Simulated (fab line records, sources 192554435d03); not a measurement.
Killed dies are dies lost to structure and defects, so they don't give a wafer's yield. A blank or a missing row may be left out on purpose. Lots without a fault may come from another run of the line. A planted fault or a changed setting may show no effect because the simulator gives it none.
fab line records | flow n5_finfet
record lots=7 wafers=21
route steps=1938 shown BEOL_M3@937 BEOL_M4@1028 BEOL_M5@1123 BEOL_M6@1218
start_h: hours from the record's first day to the start of the lot's first wafer shown | wait_h: hours since the lot's step before | " the same as in the row above | L1.1+2: a row that stands for several wafers | - no value, or no start given | * or withheld: withheld | < > ~ a bound
route shown NAME@n: a module of which the file shows steps, and the number in the route of the first | usual: mean/standard deviation of fault-free wafers | same: alike in all rows | chamber/n: place in a boat | sites: the reading at each site | _std_site: their standard deviation | _edge_site: outer sites' mean less inner sites' | radius_mm: how far each site lies from the wafer's centre | mask NAME#n: copy n | behind: the tool/chamber that last shaped the wafer | hold: why the lot was held/for how many hours/how that ended | device: the transistor (n, p or np) that didn't switch | end of line: the same wafers' tests at the end of the route | a step without rows: its recipe alone | killed: dies lost to structure and defects at the first sort, not the wafer's yield | map: a wafer's dies, x killed, . not, _ none there
set.NAME: the setting as run; set.NAME@STEP: as run at that earlier step | model.NAME: the simulator's own value behind a step, which no gauge read
lots whose settings were changed on purpose; a table a step, a row a wafer
## steps
# step N5_BEOL_M3_COAT_73
# recipe resist=underlayer temp_c=205 time_s=60 spin_rpm=1500 resist_thk_nm=5
# columns lot.wafer tool chamber start_h wait_h set.temp_c
L074.2+3 litho_track-01 0 - - 205
L074.5 " 0 " " 208.6
L083.2+4+6 litho_track-05 0 - - 205
L082.2+4 litho_track-03 0 - - 205
L082.6 " 0 " " 213.1
L087.2+5 litho_track-05 0 - - 198.1
L087.6 " 0 " " 205
L089.3+4+5 litho_track-01 0 - - 205
L091.2+3 litho_track-01 0 - - 211.6
L091.4 " 0 " " 205
L095.1+5 litho_track-03 0 - - 205
L095.6 " 0 " " 200.4
# step N5_BEOL_M3_COAT_05
# recipe resist=CAR-EUV spin_rpm=1500 resist_thk_nm=30
# step N5_BEOL_M3_EBR_07
# recipe solvent=PGMEA ebr_width_mm=1.5
# step N5_BEOL_M3_ETCH_74
# recipe chemistry=N2/H2 target=underlayer target_depth_a=65 mask_material=CAR-EUV time_s=5.2 ion_energy_ev=200 pressure_mtorr=30 source_w=840 bias_w=150 n2_flow_sccm=200 h2_flow_sccm=200 ends=cleared
# step N5_BEOL_M3_ETCH_63
# recipe chemistry=CF4 target=SiARC target_depth_a=156 mask_material=CAR-EUV time_s=26 ion_energy_ev=80 pressure_mtorr=40 source_w=545 bias_w=36 Ar_flow_sccm=100 cf4_flow_sccm=100 ends=cleared
# step N5_BEOL_M3_ETCH_64
# recipe chemistry=N2/H2 target=SOC target_depth_a=750 overetch_a=150 mask_material=SiARC temp_c=40 time_s=112.5 ion_energy_ev=200 pressure_mtorr=30 source_w=840 bias_w=150 n2_flow_sccm=200 h2_flow_sccm=200
# columns lot.wafer tool chamber start_h wait_h set.spin_rpm@BEOL_M3_COAT_61 model.etch.depth_nm
L074.2 rie_diel-03 1 155.58 0.0 1500 60.04
L074.3 " 3 " " 1500 60.2
L074.5 " 3 " " 1500 60.02
L083.2 rie_diel-03 1 215.10 0.0 1554 58.79
L083.4 " 3 " " 1500 60.01
L083.6 " 0 " " 1500 59.95
L082.2 rie_diel-02 3 221.15 0.0 1500 60.23
L082.4 " 0 " " 1500 60.37
L082.6 " 0 " " 1420 62.03
L087.2 rie_diel-02 2 227.60 0.0 1500 60.26
L087.5 " 0 " " 1364 63.21
L087.6 " 1 " " 1500 59.98
L089.3 rie_diel-04 0 239.46 0.0 1500 60.24
L089.4 " 1 " " 1500 60.15
L089.5 " 3 " " 1500 60.18
L091.2 rie_diel-04 2 251.28 0.0 1500 60.4
L091.3 " 0 " " 1349 63.62
L091.4 " 1 " " 1349 63.85
L095.1 rie_diel-03 3 298.06 0.0 1357 63.14
L095.5 " 3 " " 1500 59.98
L095.6 " 0 " " 1500 60.07
# step N5_BEOL_M3_STRIP_65
# recipe chemistry=N2/H2 temp_c=40 n2_flow_sccm=200 h2_flow_sccm=200 rf_frequency_hz=6e+07
# step N5_BEOL_M3_STRIP_75
# recipe chemistry=N2/H2 temp_c=40 n2_flow_sccm=200 h2_flow_sccm=200 rf_frequency_hz=6e+07
# step N5_BEOL_M3_STRIP_66
# recipe chemistry=CF4 resist=SiARC power_w=300 bias_power_w=75 pressure_mtorr=50 cf4_flow_sccm=150 rf_frequency_hz=6e+07
# step N5_BEOL_M3_HM_OPEN_17
# recipe chemistry=Cl2/BCl3 target_depth_a=200 overetch_a=60 target=TiN mask_material=SOC ion_energy_ev=150 pressure_mtorr=10 icp_w=1000 bias_w=126 Cl2_flow_sccm=53.25 bcl3_flow_sccm=21.75 Ar_flow_sccm=25
# columns lot.wafer tool chamber start_h wait_h set.spin_rpm@BEOL_M3_COAT_61 model.SOC_of_BEOL_M3_COAT_61.thk_nm
L074.2+5 rie_metal-02 0 155.75 0.0 1500 51.6
L074.3 " 0 " " 1500 51.8
L083.2 rie_metal-02 0 215.27 0.0 1554 50.6
L083.4 " 0 " " 1500 51.8
L083.6 " 0 " " 1500 51.6
L082.2 rie_metal-02 0 221.32 0.0 1500 52
L082.4 " 1 " " 1500 52.4
L082.6 " 1 " " 1420 54
L087.2 rie_metal-01 0 227.77 0.0 1500 52.4
L087.5 " 0 " " 1364 55.4
L087.6 " 1 " " 1500 52.6
L089.3+4+5 rie_metal-03 0 239.69 0.1 1500 52
L091.2 rie_metal-01 0 251.45 0.0 1500 52.6
L091.3 " 1 " " 1349 56.4
L091.4 " 0 " " 1349 56
L095.1 rie_metal-02 0 298.22 0.0 1357 55
L095.5+6 " 1,0 " " 1500 51.8
# step N5_BEOL_M4_COAT_05
# recipe resist=CAR-EUV spin_rpm=1500 resist_thk_nm=30
# columns lot.wafer tool chamber start_h wait_h set.spin_rpm model.CAR-EUV_of_BEOL_M4_COAT_05.thk_nm
L074.2+3+5 litho_track-03 0 - - 1500 30
L082.2+6 litho_track-02 0 - - 1661 28.6
L082.4 " 0 " " 1500 30.2
L083.2+4 litho_track-03 0 - - 1500 30
L083.6 " 0 " " 1546 29.6
L087.2+5 litho_track-03 0 - - 1500 30
L087.6 " 0 " " 1545 29.6
L089.3 litho_track-03 0 - - 1500 30
L089.4+5 " 0 " " 1500 30.2
L091.2 litho_track-04 0 - - 1344 31.8
L091.3 " 0 " " 1500 30.2
L091.4 " 0 " " 1344 31.6
L095.1 litho_track-02 0 - - 1354 31.4
L095.5 " 0 " " 1500 30.2
L095.6 " 0 " " 1500 30
# step N5_BEOL_M4_ETCH_64
# recipe chemistry=N2/H2 target=SOC target_depth_a=750 overetch_a=225 mask_material=SiARC temp_c=40 time_s=121.9 ion_energy_ev=200 pressure_mtorr=30 source_w=840 bias_w=150 n2_flow_sccm=200 h2_flow_sccm=200
# usual rf_vpp_V=523.7/2.5
# columns lot.wafer tool chamber start_h wait_h set.bias_w rf_vpp_V
L074.2 rie_diel-01 3 164.39 0.0 150 526.0
L074.3 " 1 " " 129 472.6
L074.5 " 1 " " 150 520.8
L082.2 rie_diel-05 2 233.24 0.0 172.9 575.1
L082.4 " 0 " " 172.9 571.5
L082.6 " 3 " " 150 520.4
L083.2 rie_diel-05 1 234.01 0.0 150 527.6
L083.4 " 3 " " 160.8 543.6
L083.6 " 2 " " 160.8 550.7
L087.2 rie_diel-06 1 248.05 0.0 150 521.9
L087.5 " 0 " " 176.9 577.5
L087.6 " 3 " " 150 527.3
L089.3 rie_diel-05 2 248.41 0.0 150 525.2
L089.4 " 1 " " 150 527.5
L089.5 " 3 " " 150 522.3
L091.2 rie_diel-06 0 265.48 0.0 150 521.0
L091.3 " 3 " " 160.9 550.1
L091.4 " 2 " " 160.9 544.3
L095.1 rie_diel-06 2 321.25 0.0 150 519.5
L095.5 " 0 " " 126.9 467.8
L095.6 " 3 " " 150 523.9
# step N5_BEOL_M5_EXPOSE_08
# recipe mask_id=M5 na=0.33 source_shape=annular sigma_inner=0.4 sigma_outer=0.8 polarization=unpolarized target_cd_nm=28 dose_mj=35.75
# columns lot.wafer tool chamber start_h wait_h mask set.dose_mj
L074.2+3 euv_scanner-02 0 180.71 - M5#0 35.75
L074.5 " 0 " " M5#0 33.57
L082.2 euv_scanner-02 0 246.64 - M5#0 37.51
L082.4+6 " 0 " " M5#0 35.75
L083.2+4 euv_scanner-01 0 247.26 - M5#0 35.75
L083.6 " 0 " " M5#0 37.06
L089.3+4+5 euv_scanner-01 0 266.01 - M5#0 35.75
L087.2+5 euv_scanner-01 0 266.04 - M5#0 38.27
L087.6 " 0 " " M5#0 35.75
L091.2+3+4 euv_scanner-02 0 275.09 - M5#0 38.09
L095.1+5+6 euv_scanner-01 0 337.14 - M5#0 35.75
# step N5_BEOL_M5_PEB_09
# recipe peb_temp_c=100 peb_time_s=60 resist=CAR-EUV
# step N5_BEOL_M5_DEVELOP_10
# recipe develop_time_s=30 developer=TMAH resist=CAR-EUV rinse_liquid=surfactant_rinse dry=air_spin dev_temp_c=23
# step N5_BEOL_M5_CD_MEAS_11
# recipe target_cd_nm=27.74 landing_energy_ev=500 detector=se_inlens
# usual cd_nm=28.04/0.28
# columns lot.wafer tool chamber start_h wait_h set.dose_mj@BEOL_M5_EXPOSE_08 cd_nm
L074.2 cd_sem-01 0 180.83 - 35.75 28.20
L074.3 " 0 " " 35.75 28.20
L074.5 " 0 " " 33.57 26.29
L082.2 cd_sem-01 0 246.77 - 37.51 28.90
L082.4 " 0 " " 35.75 27.61
L082.6 " 0 " " 35.75 28.08
L083.2 cd_sem-02 0 247.39 - 35.75 28.05
L083.4 " 0 " " 35.75 27.89
L083.6 " 0 " " 37.06 28.55
L089.3 cd_sem-01 0 266.12 - 35.75 28.15
L089.4 " 0 " " 35.75 28.38
L089.5 " 0 " " 35.75 28.12
L087.2 cd_sem-02 0 266.16 - 38.27 29.47
L087.5 " 0 " " 38.27 29.07
L087.6 " 0 " " 35.75 27.52
L091.2 cd_sem-01 0 275.22 - 38.09 29.36
L091.3 " 0 " " 38.09 29.19
L091.4 " 0 " " 38.09 29.21
L095.1 cd_sem-03 0 337.26 - 35.75 27.81
L095.5 " 0 " " 35.75 28.02
L095.6 " 0 " " 35.75 27.72
# step N5_BEOL_M5_DESCUM_16
# recipe chemistry=O2 time_s=7 source_power_w=50 bias_power_w=20 pressure_mtorr=20 rf_frequency_hz=2.712e+07 temp_c=40 resist=CAR-EUV o2_flow_sccm=225
# columns lot.wafer tool chamber start_h wait_h set.dose_mj@BEOL_M5_EXPOSE_08 model.BEOL_M5.cd_nm
L074.2+3 rie_diel-04 2,1 180.95 0.0 35.75 28
L074.5 " 3 " " 33.57 26.6
L082.2 rie_diel-04 0 246.97 0.1 37.51 29
L082.4+6 " 1 " " 35.75 27.6
L083.2 rie_diel-03 0 247.51 0.0 35.75 28.2
L083.4 " 2 " " 35.75 27.8
L083.6 " 2 " " 37.06 28.6
L089.3 rie_diel-03 3 266.24 0.0 35.75 28.2
L089.4 " 0 " " 35.75 28.6
L089.5 " 3 " " 35.75 28.4
L087.2 rie_diel-04 1 266.32 0.0 38.27 29.2
L087.5 " 1 " " 38.27 29
L087.6 " 0 " " 35.75 27.6
L091.2+4 rie_diel-04 0,2 275.59 0.3 38.09 29.4
L091.3 " 1 " " 38.09 29.2
L095.1+6 rie_diel-04 3 337.39 0.0 35.75 27.8
L095.5 " 0 " " 35.75 28
# step N5_BEOL_M5_ETCH_72
# recipe chemistry=N2/H2 target=underlayer target_depth_a=65 mask_material=CAR-EUV time_s=5.2 ion_energy_ev=200 pressure_mtorr=30 source_w=840 bias_w=150 n2_flow_sccm=200 h2_flow_sccm=200 ends=cleared
# columns lot.wafer tool chamber start_h wait_h set.dose_mj@BEOL_M5_EXPOSE_08 model.BEOL_M5.cd_nm
L074.2+3 rie_diel-04 2,1 180.99 0.0 35.75 28
L074.5 " 3 " " 33.57 26.4
L082.2 rie_diel-04 0 247.01 0.0 37.51 29
L082.4 " 1 " " 35.75 27.6
L082.6 " 1 " " 35.75 27.8
L083.2 rie_diel-03 0 247.54 0.0 35.75 28
L083.4 " 2 " " 35.75 27.8
L083.6 " 2 " " 37.06 28.6
L089.3+5 rie_diel-03 3 266.28 0.0 35.75 28.2
L089.4 " 0 " " 35.75 28.4
L087.2 rie_diel-04 1 266.35 0.0 38.27 29.4
L087.5 " 1 " " 38.27 29.2
L087.6 " 0 " " 35.75 27.6
L091.2 rie_diel-04 0 275.62 0.0 38.09 29.2
L091.3+4 " 1,2 " " 38.09 29.4
L095.1+6 rie_diel-04 3 337.42 0.0 35.75 27.8
L095.5 " 0 " " 35.75 28
# step N5_BEOL_M5_ETCH_61
# recipe chemistry=CF4 target=SiARC target_depth_a=156 mask_material=CAR-EUV time_s=26 ion_energy_ev=80 pressure_mtorr=40 source_w=545 bias_w=36 Ar_flow_sccm=100 cf4_flow_sccm=100 ends=cleared
# columns lot.wafer tool chamber start_h wait_h set.dose_mj@BEOL_M5_EXPOSE_08 model.BEOL_M5.cd_nm
L074.2 rie_diel-04 2 181.00 0.0 35.75 28.2
L074.3 " 1 " " 35.75 28
L074.5 " 3 " " 33.57 26.6
L082.2 rie_diel-04 0 247.03 0.0 37.51 29
L082.4 " 1 " " 35.75 27.4
L082.6 " 1 " " 35.75 27.6
L083.2 rie_diel-03 0 247.56 0.0 35.75 27.8
L083.4 " 2 " " 35.75 27.6
L083.6 " 2 " " 37.06 28.6
L089.3 rie_diel-03 3 266.29 0.0 35.75 28.2
L089.4+5 " 0,3 " " 35.75 28.4
L087.2 rie_diel-04 1 266.37 0.0 38.27 29.4
L087.5 " 1 " " 38.27 29.2
L087.6 " 0 " " 35.75 27.8
L091.2+3 rie_diel-04 0,1 275.64 0.0 38.09 29.4
L091.4 " 2 " " 38.09 29.2
L095.1+6 rie_diel-04 3 337.44 0.0 35.75 27.8
L095.5 " 0 " " 35.75 28.2
# step N5_BEOL_M5_ETCH_62
# recipe chemistry=N2/H2 target=SOC target_depth_a=750 overetch_a=150 mask_material=SiARC temp_c=40 time_s=112.5 ion_energy_ev=200 pressure_mtorr=30 source_w=840 bias_w=150 n2_flow_sccm=200 h2_flow_sccm=200
# columns lot.wafer tool chamber start_h wait_h set.dose_mj@BEOL_M5_EXPOSE_08 model.BEOL_M5.cd_nm
L074.2 rie_diel-04 2 181.03 0.0 35.75 28.2
L074.3 " 1 " " 35.75 28
L074.5 " 3 " " 33.57 26.6
L082.2 rie_diel-04 0 247.05 0.0 37.51 28.8
L082.4 " 1 " " 35.75 27.8
L082.6 " 1 " " 35.75 28
L083.2 rie_diel-03 0 247.59 0.0 35.75 28
L083.4 " 2 " " 35.75 27.8
L083.6 " 2 " " 37.06 28.8
L089.3+4+5 rie_diel-03 3,0,3 266.32 0.0 35.75 28.4
L087.2 rie_diel-04 1 266.40 0.0 38.27 29.6
L087.5 " 1 " " 38.27 29.2
L087.6 " 0 " " 35.75 27.2
L091.2 rie_diel-04 0 275.67 0.0 38.09 28.8
L091.3 " 1 " " 38.09 29.4
L091.4 " 2 " " 38.09 29
L095.1 rie_diel-04 3 337.47 0.0 35.75 27.8
L095.5 " 0 " " 35.75 28.2
L095.6 " 3 " " 35.75 28
# step N5_BEOL_M5_STRIP_63
# recipe chemistry=N2/H2 temp_c=40 n2_flow_sccm=200 h2_flow_sccm=200 rf_frequency_hz=6e+07
# step N5_BEOL_M5_STRIP_73
# recipe chemistry=N2/H2 temp_c=40 n2_flow_sccm=200 h2_flow_sccm=200 rf_frequency_hz=6e+07
# step N5_BEOL_M5_HM_OPEN_17
# recipe chemistry=Cl2/BCl3 target_depth_a=200 overetch_a=60 target=TiN mask_material=SOC ion_energy_ev=150 pressure_mtorr=10 icp_w=1000 bias_w=126 Cl2_flow_sccm=53.25 bcl3_flow_sccm=21.75 Ar_flow_sccm=25
# step N5_BEOL_M5_STRIP_19
# recipe chemistry=O2 power_w=400 temp_c=40 pressure_mtorr=30 rf_frequency_hz=6e+07 bias_power_w=0 overash_fraction=0.2 o2_flow_sccm=225
# step N5_BEOL_M5_CD_MEAS_18
# recipe pitch_nm=56 target_cd_nm=28
# usual cd_nm=28.0/0.42
# columns lot.wafer tool chamber start_h wait_h set.dose_mj@BEOL_M5_EXPOSE_08 cd_nm
L074.2 cd_sem-02 - 181.45 0.1 35.75 28.2
L074.3 " - " " 35.75 27.8
L074.5 " - " " 33.57 26.8
L082.2 cd_sem-03 - 247.40 0.1 37.51 28.9
L082.4 " - " " 35.75 27.8
L082.6 " - " " 35.75 28.0
L083.2 cd_sem-03 - 247.95 0.1 35.75 27.7
L083.4 " - " " 35.75 28.0
L083.6 " - " " 37.06 29.3
L089.3 cd_sem-01 - 266.67 0.1 35.75 28.4
L089.4 " - " " 35.75 28.5
L089.5 " - " " 35.75 28.4
L087.2 cd_sem-03 - 266.84 0.1 38.27 29.7
L087.5 " - " " 38.27 29.0
L087.6 " - " " 35.75 26.8
L091.2 cd_sem-03 - 276.21 0.1 38.09 28.5
L091.3 " - " " 38.09 29.4
L091.4 " - " " 38.09 28.6
L095.1 cd_sem-02 - 337.82 0.0 35.75 27.4
L095.5 " - " " 35.75 27.8
L095.6 " - " " 35.75 27.9
# step N5_BEOL_M5_COAT_65
# recipe resist=SOC temp_c=250 time_s=60 spin_rpm=1500 resist_thk_nm=60
# step N5_BEOL_M5_COAT_66
# recipe resist=SiARC temp_c=220 time_s=60 spin_rpm=1500 resist_thk_nm=12
# step N5_BEOL_M5_PRECLEAN_42
# recipe chemistry=residue_remover time_s=60 temp_c=40
# step N5_BEOL_M5_SRD_43
# recipe time_s=30 temp_c=23 rinse_liquid=diw dry=ipa_marangoni
# step N5_BEOL_M5_CD_MEAS_35
# recipe target_cd_nm=28 target_cd_y_nm=24 polarity=opening
# usual cd_nm=28.0/0.45
# columns lot.wafer tool chamber start_h wait_h set.dose_mj@BEOL_M5_EXPOSE_08 cd_nm
L074.2 cd_sem-01 - 185.02 0.0 35.75 27.8
L074.3 " - " " 35.75 28.0
L074.5 " - " " 33.57 26.1
L082.2 cd_sem-03 - 248.69 0.0 37.51 28.8
L082.4 " - " " 35.75 27.4
L082.6 " - " " 35.75 28.5
L083.2 cd_sem-03 - 250.88 0.0 35.75 27.8
L083.4 " - " " 35.75 28.1
L083.6 " - " " 37.06 29.1
L089.3 cd_sem-01 - 267.75 0.0 35.75 28.7
L089.4 " - " " 35.75 28.6
L089.5 " - " " 35.75 28.4
L087.2 cd_sem-03 - 268.70 0.0 38.27 29.7
L087.5 " - " " 38.27 28.9
L087.6 " - " " 35.75 26.8
L091.2 cd_sem-02 - 279.21 0.0 38.09 28.7
L091.3 " - " " 38.09 29.1
L091.4 " - " " 38.09 29.4
L095.1 cd_sem-03 - 340.29 0.0 35.75 28.0
L095.5 " - " " 35.75 28.5
L095.6 " - " " 35.75 27.5
# step N5_BEOL_M6_COAT_63
# recipe resist=SOC temp_c=250 time_s=60 spin_rpm=1500 resist_thk_nm=60
# columns lot.wafer tool chamber start_h wait_h set.spin_rpm model.SOC_of_BEOL_M6_COAT_63.thk_nm
L074.2+3+5 litho_track-02 0 195.99 1.5 1500 60.2
L083.2 litho_track-03 0 264.23 3.9 1652 57.2
L083.4 " 0 " " 1500 60
L083.6 " 0 " " 1500 60.2
L082.2+6 litho_track-05 0 264.23 4.0 1543 59.2
L082.4 " 0 " " 1500 60
L089.3+4+5 litho_track-02 0 278.08 0.9 1500 60.2
L087.2 litho_track-03 0 278.08 0.6 1500 60
L087.5 " 0 " " 1500 60.4
L087.6 " 0 " " 1500 60.2
L091.2+3 litho_track-05 0 290.46 1.1 1500 60.2
L091.4 " 0 " " 1591 58.4
L095.1+5 litho_track-02 0 353.46 1.9 1500 60.2
L095.6 " 0 " " 1500 60
## key
split step=N5_BEOL_M3_COAT_73 setting=temp_c stated=205 by=wafer
response none clear
split step=N5_BEOL_M4_COAT_05 setting=spin_rpm stated=1500 by=wafer
response step=N5_BEOL_M4_COAT_05 reading=model.CAR-EUV_of_BEOL_M4_COAT_05.thk_nm change=-0.142 per=1% r=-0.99
split step=N5_BEOL_M4_ETCH_64 setting=bias_w stated=150 by=wafer
response step=N5_BEOL_M4_ETCH_64 reading=rf_vpp_V change=+3.32 per=1% r=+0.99
split step=N5_BEOL_M5_EXPOSE_08 setting=dose_mj stated=35.75 by=wafer
response step=N5_BEOL_M5_CD_MEAS_11 reading=cd_nm change=+0.251 per=1% r=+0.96
response step=N5_BEOL_M5_DESCUM_16 reading=model.BEOL_M5.cd_nm change=+0.226 per=1% r=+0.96
response step=N5_BEOL_M5_ETCH_72 reading=model.BEOL_M5.cd_nm change=+0.247 per=1% r=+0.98
response step=N5_BEOL_M5_ETCH_61 reading=model.BEOL_M5.cd_nm change=+0.244 per=1% r=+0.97
response step=N5_BEOL_M5_ETCH_62 reading=model.BEOL_M5.cd_nm change=+0.26 per=1% r=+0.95
response step=N5_BEOL_M5_CD_MEAS_18 reading=cd_nm change=+0.283 per=1% r=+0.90
response step=N5_BEOL_M5_CD_MEAS_35 reading=cd_nm change=+0.294 per=1% r=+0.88
split step=N5_BEOL_M6_COAT_63 setting=spin_rpm stated=1500 by=wafer
response step=N5_BEOL_M6_COAT_63 reading=model.SOC_of_BEOL_M6_COAT_63.thk_nm change=-0.288 per=1% r=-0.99
split outside_this_file step=N5_BEOL_M3_COAT_61 setting=spin_rpm
# split outside_this_file: this setting was split too, and the file shows its column; the key of that split is in another file
